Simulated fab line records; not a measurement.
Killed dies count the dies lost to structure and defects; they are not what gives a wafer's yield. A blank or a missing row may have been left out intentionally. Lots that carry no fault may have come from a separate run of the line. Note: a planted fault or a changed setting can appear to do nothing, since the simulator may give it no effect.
A lot that was struck, set against a sound lot :: flow n5_finfet :: 18 out of 1938 route steps
Sound: the wafers L433.1, L433.4, L433.6. Struck: wafer L445.4. (L445.1 of the same lot was not struck and is left out.) The cause comes at the end.
For every step that has rows: the tool of each side, followed by ch and its chambers, followed by its first start. Under that, the readings that differ: sound wafers :: struck wafers :: difference of the means :: sigmas: that difference in standard deviations of wafers without a fault.
alike: words and numbers the same on both sides, and readings whose means are apart by under 2 such deviations; not compared: readings that were withheld, readings missing a value for some wafer, numbers with overlapping values and no deviation given by the record, and bounds like >300 which may hide the same value.
A row with sigmas, a row that says differs or no value, or rows on one side alone: a step with any of these is where the two part. Numbers that have no deviation but don't overlap get no sigmas and don't part them. A reading missing from all wafers of one side parts the sides only when that side holds two or more wafers.

first, 9 steps without rows for these wafers: N5_SD_EPI_N_COAT_33 (time 60 s, resist thk 35 nm); N5_SD_EPI_N_COAT_03 (resist thk 150 nm); N5_SD_EPI_N_EBR_05; N5_SD_EPI_N_SOFTBAKE_04 (time 60 s); N5_SD_EPI_N_EXPOSE_06 (exposes mask SD N BLK, target cd 120 nm); N5_SD_EPI_N_PEB_07 (peb time 60 s); N5_SD_EPI_N_DEVELOP_08 (develop time 30 s); N5_SD_EPI_N_DESCUM_14 (chemistry O2, time 7.9 s); N5_SD_EPI_N_ETCH_34 (etches SiARC in CF4, target depth 45.5 nm, time 75.8 s).
N5_SD_EPI_N_ETCH_35: etches SOC in N2/H2, overetch 108 nm, time 486 s.
  sound on rie_diel-06 ch 1,3, day 5 19:15; struck on rie_diel-06 ch 0, day 8 19:53
reading: throttle_valve_pct (%)
sound: 23.9 24.4 24.4
struck: 23.6
difference: -0.6
sigmas: -2

reading: model.SiARC_of_SD_EPI_N_COAT_33.thk_nm (nm)
sound: 19.6 20 20
struck: 16.4
difference: -3.5
sigmas: 
  alike: drypump_motor_current_A, oes_product_au, rf_vpp_V, showerhead_plenum_p_Torr
  not compared: rf_hours_counter_h, model.SD_EPI_N.cd_nm
then, 3 steps without rows for these wafers: N5_SD_EPI_N_STRIP_36 (strips in N2/H2); N5_SD_EPI_N_ETCHBACK_44 (etches SiNx in CH3F/O2, stops on SiO2, target depth 14.5 nm); N5_SD_EPI_N_ETCH_45 (etches SiOCN in CH3F/O2, target depth 6 nm).
N5_SD_EPI_N_ETCH_16: etches SiO2 in CHF3/O2, target depth 5 nm.
  sound on rie_diel-06 ch 1,3, day 5 19:46; struck on rie_diel-06 ch 0, day 8 20:25
reading: CHF3_flow_sccm (sccm)
sound: 50.10 50.31 50.21
struck: 49.85
difference: -0.36
sigmas: -3

reading: model.SiARC_of_SD_EPI_N_COAT_33.thk_nm (nm)
sound: 12.4 12.8 12.6
struck: 8.8
difference: -3.8
sigmas: 
  alike: drypump_motor_current_A, oes_o_777_au, oes_product_au, rf_vpp_V, showerhead_plenum_p_Torr, throttle_valve_pct
  not compared: rf_hours_counter_h
then, 1 step without rows for these wafers: N5_SD_EPI_N_STRIP_47 (strips in CHF3/O2).
N5_SD_EPI_N_SD_RECESS_17: chemistry HBr/Cl2/O2, target depth 41 nm, time 23.7 s, bt time 3 s.
  sound on rie_si-04 ch 1,2, day 5 19:50; struck on rie_si-03 ch 0, day 8 20:29
  alike: drypump_motor_current_A, oes_o_777_au, oes_product_au, throttle_valve_pct
  not compared: rf_hours_counter_h, model.SD_EPI_N.cd_nm
then, 1 step without rows for these wafers: N5_SD_EPI_N_STRIP_38 (strips in N2/H2).
-- record jumps: 5 days separate the struck wafers' starts on either side; left off in module SD_EPI_N, taken up again in module BEOL_M4, whose first shown step is the route's number 1111 --
N5_BEOL_M4_RC_MEAS_101:
  sound on prober-01 ch 0, day 10 11:14; struck on prober-01 ch 0, day 14 06:17
  alike: DIBL_N, DIBL_P, IOFF_N, IOFF_P, ION_N, ION_P, SS_N, SS_P, VT_N, VT_P

## WHERE THEY PART
At N5_SD_EPI_N_ETCH_35 first; at N5_SD_EPI_N_ETCH_16 last (within this record only). Later steps at which nothing parts them and some readings are alike: N5_SD_EPI_N_SD_RECESS_17, N5_BEOL_M4_RC_MEAS_101.

WHY: what the simulator had put in
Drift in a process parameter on rie_diel-06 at N5_SD_EPI_N_ETCH_35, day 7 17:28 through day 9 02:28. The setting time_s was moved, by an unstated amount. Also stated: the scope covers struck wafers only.
